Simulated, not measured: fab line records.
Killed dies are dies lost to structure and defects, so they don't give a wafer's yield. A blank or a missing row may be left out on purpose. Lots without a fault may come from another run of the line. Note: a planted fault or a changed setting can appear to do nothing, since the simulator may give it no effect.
Which tool was responsible? + flow n5_finfet + 9 lots with 27 wafers sampled at 7 steps, on a route of 1938 steps

WHAT EACH GAUGE READ, for each wafer
N5_BEOL_M2_CD_MEAS_18: pitch 36 nm, target cd 18 nm.
| lot  | measured     | on        | cd_nm (nm)     |
|------|--------------|-----------|----------------|
| L904 | day 7 14:59  | cd_sem-02 | 17.5 18.0 17.3 |
| L906 | day 7 23:06  | cd_sem-01 | 17.9 17.7 18.5 |
| L909 | day 8 22:55  | cd_sem-01 | 18.4 18.4 17.4 |
| L910 | day 9 08:22  | cd_sem-03 | 17.7 17.6 18.1 |
| L912 | day 9 15:58  | cd_sem-02 | 18.4 17.9 18.3 |
| L913 | day 9 20:28  | cd_sem-01 | 17.9 17.8 18.4 |
| L915 | day 10 11:22 | cd_sem-02 | 18.2 18.1 17.9 |
| L920 | day 11 07:51 | cd_sem-01 | 18.0 18.0 17.8 |
| L923 | day 12 10:59 | cd_sem-02 | 18.4 18.7 18.4 |

N5_BEOL_M2_OCD_MEAS_38.
| lot  | measured     | on     | trench_depth_nm (nm) |
|------|--------------|--------|----------------------|
| L904 | day 7 17:21  | ocd-02 | 55.6 54.9 57.1       |
| L906 | day 8 04:08  | ocd-02 | 54.7 55.4 54.8       |
| L909 | day 9 01:11  | ocd-02 | 54.7 55.2 55.4       |
| L910 | day 9 10:50  | ocd-02 | 56.1 53.5 56.0       |
| L912 | day 9 19:02  | ocd-01 | 61.3 62.7 62.7       |
| L913 | day 9 22:45  | ocd-01 | 60.8 61.5 61.1       |
| L915 | day 10 13:10 | ocd-02 | 62.7 63.1 64.0       |
| L920 | day 11 17:47 | ocd-02 | 56.7 55.6 54.8       |
| L923 | day 12 15:53 | ocd-02 | 58.0 55.1 54.8       |

N5_BEOL_M2_RS_MEAS_58: a four-point-probe measurement.
| lot  | measured     | on            | M2_RS (ohm/sq) |
|------|--------------|---------------|----------------|
| L904 | day 7 21:03  | film_metro-01 | 0.67 0.67 0.64 |
| L906 | day 8 08:22  | film_metro-02 | 0.68 0.69 0.69 |
| L909 | day 9 05:14  | film_metro-01 | 0.70 0.66 0.67 |
| L910 | day 9 14:39  | film_metro-02 | 0.66 0.71 0.64 |
| L912 | day 9 23:17  | film_metro-02 | 0.57 0.56 0.54 |
| L913 | day 10 04:32 | film_metro-01 | 0.60 0.60 0.64 |
| L915 | day 10 17:23 | film_metro-01 | 0.55 0.54 0.52 |
| L920 | day 11 22:22 | film_metro-01 | 0.64 0.64 0.73 |
| L923 | day 12 20:06 | film_metro-02 | 0.61 0.70 0.70 |

N5_BEOL_M4_RC_MEAS_101.
| lot  | measured     | on        | DIBL_N (mV/V)  | DIBL_P (mV/V)  | IOFF_N (nA/um)    | IOFF_P (nA/um) | ION_N (uA/um) | ION_P (uA/um) | SS_N (mV/dec)  | SS_P (mV/dec)  | VT_N (mV)   | VT_P (mV)      |
|------|--------------|-----------|----------------|----------------|-------------------|----------------|---------------|---------------|----------------|----------------|-------------|----------------|
| L904 | day 8 13:30  | prober-01 | 36.4 35.6 35.0 | 39.0 36.4 36.8 | 0.167 0.153 0.141 | 0.26 0.22 0.21 | 684 667 660   | 469 466 462   | 72.0 71.8 70.9 | 73.6 72.4 73.0 | 249 253 251 | -245 -247 -249 |
| L906 | day 9 11:20  | prober-02 | 39.3 36.9 38.1 | 39.6 36.2 36.6 | 0.205 0.154 0.160 | 0.27 0.21 0.21 | 676 662 662   | 471 456 455   | 72.0 71.2 71.5 | 75.0 74.1 74.0 | 248 254 254 | -247 -253 -254 |
| L909 | day 10 00:16 | prober-02 | 37.0 36.4 36.6 | 36.3 35.2 36.0 | 0.172 0.160 0.163 | 0.20 0.18 0.19 | 684 684 682   | 466 468 461   | 72.0 71.0 71.5 | 73.8 73.5 73.7 | 248 248 251 | -253 -253 -253 |
| L910 | day 10 11:10 | prober-02 | 32.3 34.6 34.7 | 32.4 35.4 35.3 | 0.112 0.156 0.142 | 0.19 0.23 0.22 | 658 682 660   | 462 467 459   | 70.2 71.0 71.6 | 72.7 73.5 73.2 | 254 250 252 | -249 -247 -247 |
| L912 | day 10 22:46 | prober-02 | 35.4 33.6 35.8 | 35.4 34.7 36.8 | 0.164 0.139 0.188 | 0.24 0.24 0.27 | 678 672 695   | 467 475 480   | 71.0 70.8 71.8 | 72.4 72.7 73.9 | 247 248 246 | -245 -247 -244 |
| L913 | day 11 03:14 | prober-01 | 36.4 34.0 35.7 | 37.7 35.3 37.6 | 0.171 0.133 0.155 | 0.28 0.25 0.28 | 694 680 688   | 481 485 480   | 71.3 70.9 71.4 | 73.8 73.3 74.7 | 248 249 248 | -240 -242 -244 |
| L915 | day 11 14:01 | prober-02 | 38.0 36.2 33.9 | 39.3 36.8 34.6 | 0.202 0.174 0.133 | 0.22 0.20 0.16 | 691 681 667   | 464 459 458   | 72.0 71.3 70.4 | 74.4 73.9 73.5 | 245 248 251 | -251 -252 -256 |
| L920 | day 13 12:47 | prober-01 | 38.1 37.2 38.8 | 38.5 36.4 38.3 | 0.208 0.179 0.202 | 0.24 0.20 0.25 | 692 673 686   | 468 455 466   | 71.7 71.9 72.1 | 73.9 73.5 74.6 | 247 249 246 | -249 -254 -250 |
| L923 | day 14 00:35 | prober-02 | 36.8 36.1 36.3 | 37.8 37.0 36.7 | 0.184 0.167 0.166 | 0.23 0.21 0.21 | 694 684 680   | 471 464 459   | 71.0 71.1 71.8 | 73.2 72.9 73.4 | 246 248 247 | -249 -251 -253 |

WHAT TOOL EACH LOT RAN ON (gives the tool, then ch and the chambers of the sampled wafers, and finally the start)
| lot  | N5_BEOL_M2_TRENCH_ETCH_37          | N5_BEOL_M2_PRE_CLEAN_45      | N5_BEOL_M2_ALD_84                   |
|------|------------------------------------|------------------------------|-------------------------------------|
| L904 | rie_diel-01 ch 0,1,2, day 7 17:12  | pvd_sputter-01, day 7 17:42  | ald_metal-03 ch 1,3, day 7 17:46    |
| L906 | rie_diel-01 ch 2,3, day 8 03:59    | pvd_sputter-03, day 8 04:46  | ald_metal-02 ch 1,2,3, day 8 04:50  |
| L909 | rie_diel-01 ch 0,1,2, day 9 01:01  | pvd_sputter-02, day 9 01:49  | ald_metal-01 ch 2,3, day 9 01:53    |
| L910 | rie_diel-06 ch 0,1, day 9 10:41    | pvd_sputter-03, day 9 11:13  | ald_metal-01 ch 1,2,3, day 9 11:17  |
| L912 | rie_diel-01 ch 0,3, day 9 18:53    | pvd_sputter-03, day 9 19:44  | ald_metal-01 ch 0,1, day 9 19:49    |
| L913 | rie_diel-01 ch 1,3, day 9 22:35    | pvd_sputter-02, day 9 23:29  | ald_metal-01 ch 1,2,3, day 9 23:32  |
| L915 | rie_diel-01 ch 0,1,2, day 10 13:01 | pvd_sputter-01, day 10 13:47 | ald_metal-03 ch 0,2,3, day 10 13:52 |
| L920 | rie_diel-06 ch 0,1,2, day 11 17:38 | pvd_sputter-02, day 11 18:16 | ald_metal-01 ch 1,2, day 11 18:22   |
| L923 | rie_diel-03 ch 2,3, day 12 15:44   | pvd_sputter-01, day 12 16:28 | ald_metal-02 ch 1,2, day 12 16:31   |
- N5_BEOL_M2_TRENCH_ETCH_37: etches SiOC in C4F6/O2, target depth 55.555 nm, time 29.2 s.
- N5_BEOL_M2_PRE_CLEAN_45: time 30 s.
- N5_BEOL_M2_ALD_84: deposits TaN, pulse time 2 s, purge time 3 s, co reactant purge time 2 s.

WHAT THE TOOLS THEMSELVES READ (means of the sampled wafers that have a number; where no wafer has one, the mark that the record gives instead)
N5_BEOL_M2_TRENCH_ETCH_37.
| lot  | tool        | drypump_motor_current_A (A) | oes_product_au (a.u.) | rf_vpp_V (V) | run_length_s (s) | showerhead_plenum_p_Torr (Torr) | throttle_valve_pct (%) |
|------|-------------|-----------------------------|-----------------------|--------------|------------------|---------------------------------|------------------------|
| L904 | rie_diel-01 | 6.1                         | 0.76                  | 656          | 52.3             | 2.87                            | 20.90                  |
| L906 | rie_diel-01 | 5.4                         | 0.70                  | 655          | 52.5             | 2.82                            | 21.03                  |
| L909 | rie_diel-01 | 6.1                         | 0.83                  | 655          | 52.7             | 2.87                            | 20.76                  |
| L910 | rie_diel-06 | 5.7                         | 0.84                  | 672          | 52.8             | 3.01                            | 20.81                  |
| L912 | rie_diel-01 | 6.3                         | 0.85                  | 656          | 55.5             | 2.88                            | 20.77                  |
| L913 | rie_diel-01 | 5.8                         | 0.73                  | 663          | 55.9             | 2.83                            | 20.86                  |
| L915 | rie_diel-01 | 6.1                         | 0.91                  | 655          | 56.0             | 2.86                            | 20.65                  |
| L920 | rie_diel-06 | 5.6                         | 0.85                  | 672          | 52.7             | 2.97                            | 20.86                  |
| L923 | rie_diel-03 | 5.5                         | 0.86                  | 655          | 52.6             | 2.85                            | 20.75                  |

N5_BEOL_M2_PRE_CLEAN_45.
| lot  | tool           | heater_power_w (W) |
|------|----------------|--------------------|
| L904 | pvd_sputter-01 | 306                |
| L906 | pvd_sputter-03 | 326                |
| L909 | pvd_sputter-02 | 358                |
| L910 | pvd_sputter-03 | 340                |
| L912 | pvd_sputter-03 | 324                |
| L913 | pvd_sputter-02 | 346                |
| L915 | pvd_sputter-01 | 347                |
| L920 | pvd_sputter-02 | 323                |
| L923 | pvd_sputter-01 | 350                |

N5_BEOL_M2_ALD_84.
| lot  | tool         | heater_power_w (W) |
|------|--------------|--------------------|
| L904 | ald_metal-03 | 423                |
| L906 | ald_metal-02 | 404                |
| L909 | ald_metal-01 | 439                |
| L910 | ald_metal-01 | 424                |
| L912 | ald_metal-01 | 410                |
| L913 | ald_metal-01 | 423                |
| L915 | ald_metal-03 | 383                |
| L920 | ald_metal-01 | 416                |
| L923 | ald_metal-02 | 412                |

THE ANSWER, worked out from the rows above alone
Rule: usual is defined by the lots themselves. The widest of any qualifying gaps counts: lots, ordered by their means at a reading, are off when they make up no more than a third of the lots, leave a main group of 4 or more, and stand apart from it by 3 or more times the standard deviation of that group's means. The tables above print the reading to a certain number of digits; a main group whose means all agree to those digits is not used. A lot without any number at a reading at which 4 lots or more have one is off too. The other lots that the step has rows for count as sound. First the gauges in route order, then the tools' own readings, where a lot's mean is used as printed above. At the first step where some lot is off, the reading lying furthest off is the one used; lots without a number count as furthest.
Off, at N5_BEOL_M2_OCD_MEAS_38 on trench_depth_nm: L912, L913, L915. Main group: mean 55.5 nm, sd 0.39.
A tool fits if, at a process step before that reading, it ran every lot that is off, and no sound lot after the first of them. Not tried: the gauges at N5_BEOL_M2_OCD_MEAS_38; whatever is off there is also off at N5_BEOL_M2_RS_MEAS_58, on other tools, and gauge error can't account for it. One candidate fits, namely rie_diel-01 at N5_BEOL_M2_TRENCH_ETCH_37. Its last sound lot is L909 (day 9 01:01), its first lot that is off L912 (day 9 18:53): a fault that began between those two fits.
The tool's own readings at N5_BEOL_M2_TRENCH_ETCH_37 bear it out: on the lots that are off they differ by more than 5 times the standard deviation of the sound lots' means. run_length_s reads 55.8 s there against 52.6 s on the sound lots.

WHAT HAD BEEN PUT IN BY THE SIMULATOR
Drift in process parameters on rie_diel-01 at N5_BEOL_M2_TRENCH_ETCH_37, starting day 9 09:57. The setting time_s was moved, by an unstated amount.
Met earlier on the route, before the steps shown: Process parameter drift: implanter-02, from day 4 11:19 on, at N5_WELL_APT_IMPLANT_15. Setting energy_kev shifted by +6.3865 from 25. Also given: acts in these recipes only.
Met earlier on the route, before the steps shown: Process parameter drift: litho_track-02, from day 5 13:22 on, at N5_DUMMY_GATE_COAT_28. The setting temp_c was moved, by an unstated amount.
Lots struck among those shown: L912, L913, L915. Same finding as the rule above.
